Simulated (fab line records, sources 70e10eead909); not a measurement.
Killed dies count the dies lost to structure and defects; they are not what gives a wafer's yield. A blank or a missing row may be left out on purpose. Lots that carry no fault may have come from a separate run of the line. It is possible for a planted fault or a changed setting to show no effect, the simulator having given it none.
Matching of chambers | flow nand harc | NHARC_A_SGD_CUT_DESCUM_14 on rie diel-11: 4 sister chambers
The step chemistry O2, time 3 s. 8 wafers are shown with their chamber, then 10 later ones without.

## WAFERS PAIRED WITH THEIR CHAMBERS
wafer  | chamber | drypump motor current A (A) | oes product au (a.u.)
L079.2 | 2       | 6.0                         | 1.014
L082.3 | 1       | 5.6                         | 1.015
L082.5 | 3       | 5.8                         | 0.997
L090.1 | 0       | 5.6                         | 0.991
L090.4 | 1       | 5.6                         | 0.995
L090.5 | 0       | 5.6                         | 0.994
L090.2 | 2       | 6.0                         | 1.002
L090.3 | 3       | 5.7                         | 1.001

## WAFERS WITH NO CHAMBER GIVEN
wafer  | drypump motor current A (A) | oes product au (a.u.)
L090.6 | 5.6                         | 0.995
L089.1 | 5.6                         | 0.997
L089.4 | 5.6                         | 0.994
L089.5 | 5.7                         | 1.004
L091.2 | 5.7                         | 0.991
L091.3 | 5.6                         | 0.991
L091.5 | 5.8                         | 1.008
L095.1 | 5.6                         | 0.992
L095.3 | 6.1                         | 0.991
L095.5 | 5.6                         | 0.986

## THE CHAMBER EACH PASSED THROUGH
wafer  | from the rows above          | in truth
L090.6 | can't be placed: 0 or 1      | 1
L089.1 | can't be placed: 0 or 1      | 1
L089.4 | can't be placed: 0 or 1      | 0
L089.5 | can't be placed: 3 or 1 or 0 | 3
L091.2 | can't be placed: 3 or 0 or 1 | 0
L091.3 | can't be placed: 0 or 1      | 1
L091.5 | 3                            | 3
L095.1 | can't be placed: 0 or 1      | 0
L095.3 | 2                            | 2
L095.5 | can't be placed: 0 or 1      | 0
Placed correctly: 2 of 10. Not placeable from these rows: 8 (in 8, the candidates include the true chamber). Number placed wrongly: 0.
How it was worked out, from the rows above alone: a wafer's distance from a chamber is the root of the sum, over the readings, of the square of ((its reading less the chamber's mean) divided by the reading's scatter). The wafer belongs to the nearest chamber; if the next one is less than 2 further off, it can't be placed. Each chamber's mean is taken over the wafers shown for it. The scatter: the root of (the sum of the squares of (reading less its chamber's mean) over the shown wafers, divided by (wafers less chambers)).
